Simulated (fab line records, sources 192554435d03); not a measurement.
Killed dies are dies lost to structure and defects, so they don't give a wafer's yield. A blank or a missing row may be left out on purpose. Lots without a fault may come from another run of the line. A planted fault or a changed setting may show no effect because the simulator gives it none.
A struck lot beside a sound one | flow n5_finfet | 23 steps out of a route of 1938
Sound: wafers L784.2, L784.3, L784.5. Struck: wafer L797.4. (L797.2, L797.6 of the same lot were not struck and are left out.) The cause comes at the end.
At each step with rows: each side's tool, then ch and its chambers, then its first start. Under that, the readings that differ: sound wafers | struck wafers | difference of the means | sigmas: that difference in standard deviations of wafers without a fault.
alike: readings whose means differ by less than 2 such deviations, and words and numbers that are the same on both sides. not compared: withheld readings, readings that some wafer has no value for, bounds like >300 that may hide the same value, and numbers for which the record gives no deviation and whose values overlap.
The two part at a step that has a row with sigmas, a row that says differs or no value, or rows on one side only. Numbers that don't overlap but have no deviation are shown without sigmas and don't part them. A reading that every wafer of one side lacks parts them only if that side has two wafers or more.

first, 9 steps without rows for these wafers: N5_BEOL_M10_EBR_07; N5_BEOL_M10_SOFTBAKE_06 (time 60 s); N5_BEOL_M10_EXPOSE_08 (exposes mask M10); N5_BEOL_M10_PEB_09 (peb time 60 s); N5_BEOL_M10_DEVELOP_10 (develop time 30 s); N5_BEOL_M10_DESCUM_16 (chemistry O2, time 7.9 s); N5_BEOL_M10_ETCH_61 (etches SiARC in CF4, target depth 39 nm, time 65 s); N5_BEOL_M10_ETCH_62 (etches SOC in N2/H2, target depth 110 nm, overetch 22 nm, time 165 s); N5_BEOL_M10_STRIP_68 (strips in N2/H2).
N5_BEOL_M10_STRIP_67: strips in CF4.
  sound on rie_diel-01 ch 2,3, day 13 00:22; struck on rie_diel-01 ch 1, day 16 09:43
  alike: drypump_motor_current_A, oes_product_au, rf_vpp_V, showerhead_plenum_p_Torr, throttle_valve_pct
  not compared: rf_hours_counter_h
then, 10 steps without rows for these wafers: N5_BEOL_M10_HM_OPEN_17 (chemistry Cl2/BCl3, target TiN, target depth 20 nm, overetch 6 nm); N5_BEOL_M10_STRIP_19 (strips in O2); N5_BEOL_M10_COAT_63 (time 60 s, resist thk 100 nm); N5_BEOL_M10_COAT_64 (time 60 s, resist thk 30 nm); N5_BEOL_M10_COAT_22 (resist thk 90 nm); N5_BEOL_M10_EBR_24; N5_BEOL_M10_SOFTBAKE_23 (time 60 s); N5_BEOL_M10_EXPOSE_25 (exposes mask V9); N5_BEOL_M10_PEB_26 (peb time 60 s); N5_BEOL_M10_DEVELOP_27 (develop time 30 s).
N5_BEOL_M10_INSPECT_30: inspects for defects (brightfield).
  sound on defect_inspect-01, day 13 03:01; struck on defect_inspect-02, day 16 10:24
  reading          | sound       | struck | difference | sigmas
  raw_defect_count | 526 338 456 | 1390   | +950       | +11
then, 1 step without rows for these wafers: N5_BEOL_M10_DESCUM_33 (chemistry O2, time 7.9 s).
-- the record jumps here: 3 days lie between the struck wafers' starts before and after (it left off in module BEOL_M10 and takes up again in module PASSIVATION, whose first step shown is number 1936 of the route) --
N5_PASSIVATION_PROBE_49:
  sound on prober-01, day 15 08:21; struck on prober-02, day 19 07:34
  reading                  | sound          | struck | difference | sigmas
  defect_limited_yield (%) | 92.8 92.2 90.1 | 85.0   | -6.7       | -4
  killed_at_M4_up          | 13 11 18       | 91     | +77        | +15
  killed_dies              | 85 92 117      | 177    | +79        | +4
  killed_on_rim            | 10 12 11       | 32     | +21        | +5
  sort_bin_5_function (%)  | 4.5 4.7 6.1    | 8.6    | +3.5       | +4
  sort_n_pass              | 1095 1088 1063 | 1003   | -79        | -4
  sort_yield_pct (%)       | 92.8 92.2 90.1 | 85.0   | -6.7       | -4
  alike: killed_at_M0_to_M3, killed_at_contacts, killed_at_front_end, killed_at_other, killed_open, killed_short, sort_bin_4_leakage, sort_bin_6_memory, sort_bin_8_speed

WHERE THEY PART
First at N5_BEOL_M10_INSPECT_30; last, within this record, at N5_PASSIVATION_PROBE_49.

WHY: what the simulator had put in
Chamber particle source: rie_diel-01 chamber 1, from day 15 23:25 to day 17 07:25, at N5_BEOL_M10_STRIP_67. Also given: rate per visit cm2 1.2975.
